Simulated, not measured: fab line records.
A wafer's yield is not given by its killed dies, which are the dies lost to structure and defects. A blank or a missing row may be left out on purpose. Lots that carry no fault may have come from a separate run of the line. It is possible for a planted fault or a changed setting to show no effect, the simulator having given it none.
Matching of chambers + flow n5 finfet + N5_MOL_CONTACT_COAG_ETCH_90 on rie diel-05: 4 sister chambers
The step etches SiARC in CF4, target depth 13 nm, time 21.7 s. 8 wafers are shown with their chamber, then 12 later ones without.

== EACH WAFER AND ITS CHAMBER ==
| wafer  | chamber | drypump motor current A (A) | showerhead plenum p Torr (Torr) |
|--------|---------|-----------------------------|---------------------------------|
| L085.6 | 3       | 6.6                         | 2.10                            |
| L088.1 | 3       | 6.6                         | 2.10                            |
| L088.4 | 0       | 5.6                         | 2.12                            |
| L090.4 | 1       | 5.8                         | 2.03                            |
| L090.5 | 2       | 6.1                         | 2.19                            |
| L091.3 | 0       | 5.7                         | 2.11                            |
| L091.5 | 2       | 6.1                         | 2.19                            |
| L091.6 | 1       | 5.8                         | 2.03                            |

== WAFERS WITH NO CHAMBER GIVEN ==
| wafer  | drypump motor current A (A) | showerhead plenum p Torr (Torr) |
|--------|-----------------------------|---------------------------------|
| L093.3 | 5.8                         | 2.03                            |
| L093.4 | 6.1                         | 2.19                            |
| L093.6 | 6.1                         | 2.18                            |
| L095.3 | 5.7                         | 2.11                            |
| L095.5 | 5.8                         | 2.03                            |
| L095.6 | 5.7                         | 2.11                            |
| L096.1 | 6.1                         | 2.18                            |
| L096.5 | 6.6                         | 2.10                            |
| L096.6 | 6.1                         | 2.18                            |
| L097.4 | 6.6                         | 2.09                            |
| L097.5 | 6.1                         | 2.18                            |
| L097.6 | 5.8                         | 2.03                            |

== WHICH CHAMBER EACH WENT THROUGH ==
| wafer  | from the rows above | in truth |
|--------|---------------------|----------|
| L093.3 | 1                   | 1        |
| L093.4 | 2                   | 2        |
| L093.6 | 2                   | 2        |
| L095.3 | 0                   | 0        |
| L095.5 | 1                   | 1        |
| L095.6 | 0                   | 0        |
| L096.1 | 2                   | 2        |
| L096.5 | 3                   | 3        |
| L096.6 | 2                   | 2        |
| L097.4 | 3                   | 3        |
| L097.5 | 2                   | 2        |
| L097.6 | 1                   | 1        |
Correct placement for 12 of the 12. Not placeable from these rows: 0. Wrongly placed: 0.
How it was worked out, from the rows above alone: a wafer's distance from a chamber is the root of the sum, over the readings, of the square of ((its reading less the chamber's mean) divided by the reading's scatter). If the next closest chamber is less than 2 further off than the closest, the wafer can't be placed; otherwise it belongs to the closest. The mean given for a chamber averages the wafers shown for that chamber. The scatter: take each reading less its chamber's mean, square it, sum over the shown wafers, divide by the number of wafers less the number of chambers, and take the root.
